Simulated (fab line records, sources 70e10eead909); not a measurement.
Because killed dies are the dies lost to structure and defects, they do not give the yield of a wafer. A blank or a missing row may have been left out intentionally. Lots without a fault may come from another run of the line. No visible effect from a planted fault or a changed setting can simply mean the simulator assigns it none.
Which tool did it? ; flow nandHarc ; Sampling: 12 lots, 36 wafers, 2 of 1302 route steps

## WHAT THE GAUGES SHOWED, per wafer
NHARC_P_M0_INSPECT_11.
lot;measured;on;rawDefectCount
L075;day 6 08:23;defectInspect-02;3 5 3
L077;day 7 03:20;defectInspect-01;6 4 4
L079;day 8 07:56;defectInspect-01;5 3 5
L081;day 8 22:56;defectInspect-01;1 6 6
L084;day 10 02:11;defectInspect-01;7 4 3
L085;day 10 19:13;defectInspect-01;4 2 5
L087;day 11 11:51;defectInspect-01;2 7 0
L089;day 12 05:10;defectInspect-01;2 5 3
L091;day 12 21:33;defectInspect-02;3 2 8
L093;day 13 23:32;defectInspect-02;13 10 8
L095;day 14 16:20;defectInspect-02;9 7 5
L097;day 15 21:43;defectInspect-02;6 5 8

## EACH LOT AND THE TOOL THAT RAN IT (in order: tool; ch and the chambers of the sampled wafers; start)
lot;NHARC_P_CONTACT_CMP_24
L075;cmp-04 ch 0,2,3, day 6 07:07
L077;cmp-04 ch 1,2,3, day 7 02:04
L079;cmp-04 ch 0,1, day 8 06:31
L081;cmp-03 ch 0,2, day 8 21:40
L084;cmp-03 ch 0,1,3, day 10 00:45
L085;cmp-03 ch 1,2,3, day 10 17:50
L087;cmp-02 ch 1,2, day 11 10:25
L089;cmp-03 ch 0,1,3, day 12 03:36
L091;cmp-03 ch 1,2, day 12 20:07
L093;cmp-02 ch 0,2,3, day 13 22:10
L095;cmp-02 ch 0,1, day 14 14:46
L097;cmp-03 ch 0,3, day 15 19:44
- NHARC_P_CONTACT_CMP_24: polishes, t overpolish 30 s, target thk 200 nm.

## THE ANSWER, worked out from the rows above alone
Rule: the usual values come from the lots themselves. The widest of any qualifying gaps counts: lots, ordered by their means at a reading, are off when they make up no more than a third of the lots, leave a main group of 4 or more, and stand apart from it by 3 or more times the standard deviation of that group's means. The tables above print the reading to a certain number of digits; a main group whose means all agree to those digits is not used. A lot without any number at a reading at which 4 lots or more have one is off too. Any other lot the step has rows for is counted as sound.
Across all readings shown, no lot is off: no conclusion can be drawn from this.

## WHAT THE SIMULATOR HAD INSERTED
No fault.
